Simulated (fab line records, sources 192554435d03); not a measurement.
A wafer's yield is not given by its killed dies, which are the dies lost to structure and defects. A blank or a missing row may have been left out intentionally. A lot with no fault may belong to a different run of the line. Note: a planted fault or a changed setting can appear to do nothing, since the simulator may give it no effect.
A struck lot beside a sound one | flow n5 finfet | 39 steps out of a route of 1938
Sound: wafers L961.1, L961.4, L961.5. The struck wafers were L953.1, L953.4. The cause is named last.
Per side, at each step with rows, come the tool, then ch with its chambers, and then its first start. Under that, the readings that differ: sound wafers | struck wafers | difference of the means | sigmas: that difference in standard deviations of wafers without a fault.
alike: readings whose means differ by less than 2 such deviations, and words and numbers that are the same on both sides. not compared: withheld readings, readings that some wafer has no value for, bounds like >300 that may hide the same value, and numbers for which the record gives no deviation and whose values overlap.
A row with sigmas, a row that says differs or no value, or rows on one side alone: a step with any of these is where the two part. Non-overlapping numbers with no deviation appear without sigmas and do not part them. A reading that every wafer of one side lacks parts them only if that side has two wafers or more.

first, 9 steps without rows for these wafers: N5_HKMG_FIN_DESCUM_17 (chemistry O2, time 7.9 s); N5_HKMG_FIN_ETCH_31 (etches SiARC in CF4, target depth 45.5 nm, time 75.8 s); N5_HKMG_FIN_ETCH_32 (etches SOC in N2/H2, target depth 240 nm, time 300 s); N5_HKMG_FIN_STRIP_33 (strips in N2/H2); N5_HKMG_FIN_STRIP_34 (strips in CF4); N5_HKMG_FIN_ETCH_35 (etches SOC in N2/H2, target depth 215.8 nm, time 243.4 s); N5_HKMG_FIN_STRIP_92 (strips SOC in N2/H2, time 20 s); N5_HKMG_FIN_WET_ETCH_18 (etches TiN in SC1, time 55 s, target depth 5.2 nm, rinse time 30 s); N5_HKMG_FIN_STRIP_19 (strips in N2/H2, time 360 s).
N5_HKMG_FIN_ALD_91: deposits TiN, target thk 1 nm, pulse time 1 s, purge time 3 s.
  sound on ald metal-01 ch 0,1, day 9 18:38; struck on ald metal-02 ch 0,3, day 7 17:12
  reading                                  | sound                | struck  | difference                    | sigmas
  ald cycles                               | 47 47 47             | 26 26   | -21                           |
  susceptor temp C (C)                     | 399.91 399.59 399.99 | - -     | no value on the struck wafers |
  model.TiN_of_HKMG_FIN_ALD_91.thk nm (nm) | 1 1 1                | 0.6 0.6 | -0.4                          |
  alike: heater power w, precursor pulse height rel
then, 27 steps without rows for these wafers: N5_HKMG_FIN_COAT_85 (time 60 s, resist thk 300 nm); N5_HKMG_FIN_ETCH_86 (etches SOC in N2/H2, stops on TiN, target depth 393.2 nm); N5_HKMG_FIN_STRIP_89 (strips SOC in N2/H2, time 20 s); N5_HKMG_FIN_WET_ETCH_87 (etches TiN in SC1, time 154.2 s, target depth 4.7 nm, rinse time 30 s); N5_HKMG_FIN_STRIP_88 (strips in N2/H2, time 360 s); N5_HKMG_FIN_NWFM_ALD_20 (deposits TiAlC, target thk 2 nm, pulse time 3 s, purge time 2 s); N5_HKMG_FIN_ALD_71 (deposits TiN, target thk 1 nm, pulse time 1 s, purge time 3 s); N5_HKMG_FIN_COAT_66 (time 60 s, resist thk 300 nm); N5_HKMG_FIN_ETCH_67 (etches SOC in N2/H2, stops on TiN, target depth 388.9 nm); N5_HKMG_FIN_STRIP_90 (strips SOC in N2/H2, time 20 s); N5_HKMG_FIN_WET_ETCH_73 (etches the open film in SC1, time 42.3 s, target depth 1.3 nm, rinse time 30 s); N5_HKMG_FIN_ETCHBACK_68 (etches the open film in Cl2/Ar, stops on HfO2, target depth 0.5 nm); N5_HKMG_FIN_STRIP_69 (strips in N2/H2, time 360 s); N5_HKMG_FIN_ALD_21 (deposits TiN, target thk 1.5 nm, pulse time 1 s, purge time 3 s); N5_HKMG_FIN_ALD_72 (deposits W, target thk 2 nm, pulse time 1 s, purge time 2 s); N5_HKMG_FIN_W_FILL_22 (material W, target thk 60 nm, time 18.2 s); N5_HKMG_FIN_PRECLEAN_83 (cleans in DIW, time 57.5 s); N5_HKMG_FIN_SRD_84 (dry time 32 s); N5_HKMG_FIN_CMP_23 (polishes, stops on SiNx, t overpolish 10 s, target thk 46.326 nm); N5_HKMG_FIN_CMP_94 (polishes, stops on SiNx, t overpolish 4.7 s, target thk 43.299 nm); N5_GATE_CUT_ETCHBACK_00 (etches W in SF6/Cl2); N5_GATE_CUT_ETCH_56 (etches TiN in Cl2/Ar, target depth 21.6 nm); N5_GATE_CUT_ETCHBACK_30 (etches TiN in Cl2/Ar, target depth 3 nm); N5_GATE_CUT_VAPOR_ETCH_60 (etches HfO2 in BCl3/Cl2); N5_GATE_CUT_ETCH_58 (etches SiNx in CH3F/O2, target depth 17 nm, time 128.6 s); N5_GATE_CUT_STRIP_59 (strips in N2/H2, time 20 s); N5_GATE_CUT_PRECLEAN_31 (cleans in DIW, time 300 s).
-- here the record skips 3 days between the struck wafers' starts before and after, leaving off in module GATE_CUT and picking up in module BEOL_M4 (first step shown: number 1111 of the route) --
N5_BEOL_M4_RC_MEAS_101:
  sound on prober-01 ch 0, day 13 17:15; struck on prober-02 ch 0, day 11 04:43
  reading             | sound                      | struck              | difference | sigmas
  IGATE_N (nA/um)     | 0.0091 0.0123 0.0111       | 0.0180 0.0169       | +0.0066    | +4
  IOFF_N (nA/um)      | 0.21 0.19 0.18             | 0.97 1.63           | +1.11      | +26
  IOFF_N_85C (nA/um)  | 3.9 3.6 3.5                | 13.5 20.9           | +13.5      | +20
  IOFF_N_LIN (nA/um)  | 0.080 0.085 0.084          | 0.454 0.705         | +0.496     | +33
  IOFF_N_LONG (nA/um) | 5.49e-05 5.65e-05 5.68e-05 | 0.0003427 0.0003358 | +0.0002832 | +99 or more
  IOFF_P_85C (nA/um)  | 3.6 3.7 3.6                | 1.9 2.7             | -1.3       | -2
  IOFF_P_LIN (nA/um)  | 0.095 0.098 0.096          | 0.048 0.066         | -0.039     | -2
  IOFF_P_LONG (nA/um) | 9.3e-05 0.0001 0.000103    | 7.3e-05 7e-05       | -2.7e-05   | -3
  ION_N (uA/um)       | 659 703 693                | 786 820             | +118       | +8
  ION_P (uA/um)       | 448 469 473                | 428 445             | -27        | -3
  VT_N (mV)           | 250 248 246                | 197 188             | -56        | -16
  VT_N_LONG (mV)      | 275.9 275.9 276.0          | 219.1 217.3         | -57.7      | -30
  VT_N_LVT (mV)       | 96 94 93                   | 44 37               | -54        | -15
  VT_P (mV)           | -253 -250 -253             | -269 -262           | -14        | -4
  VT_P_LONG (mV)      | -276.1 -274.9 -275.8       | -290.6 -291.2       | -15.3      | -6
  VT_P_LVT (mV)       | -98 -97 -98                | -117 -111           | -16        | -5
  alike: DIBL_N, DIBL_P, IOFF_P, SS_N, SS_P
-- the record jumps here: 5 days lie between the struck wafers' starts before and after (it left off in module BEOL_M4 and takes up again in module PASSIVATION, whose first step shown is number 1936 of the route) --
N5_PASSIVATION_PROBE_49:
  the record has rows for the struck wafers here (prober-02, day 15 19:21) and none for the sound ones

## WHERE THEY PART
First at N5_HKMG_FIN_ALD_91; last, within this record, at N5_PASSIVATION_PROBE_49.

WHY: the cause the simulator had injected
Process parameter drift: ald metal-02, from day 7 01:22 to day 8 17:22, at N5_HKMG_FIN_ALD_91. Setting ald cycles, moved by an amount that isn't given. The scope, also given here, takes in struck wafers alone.
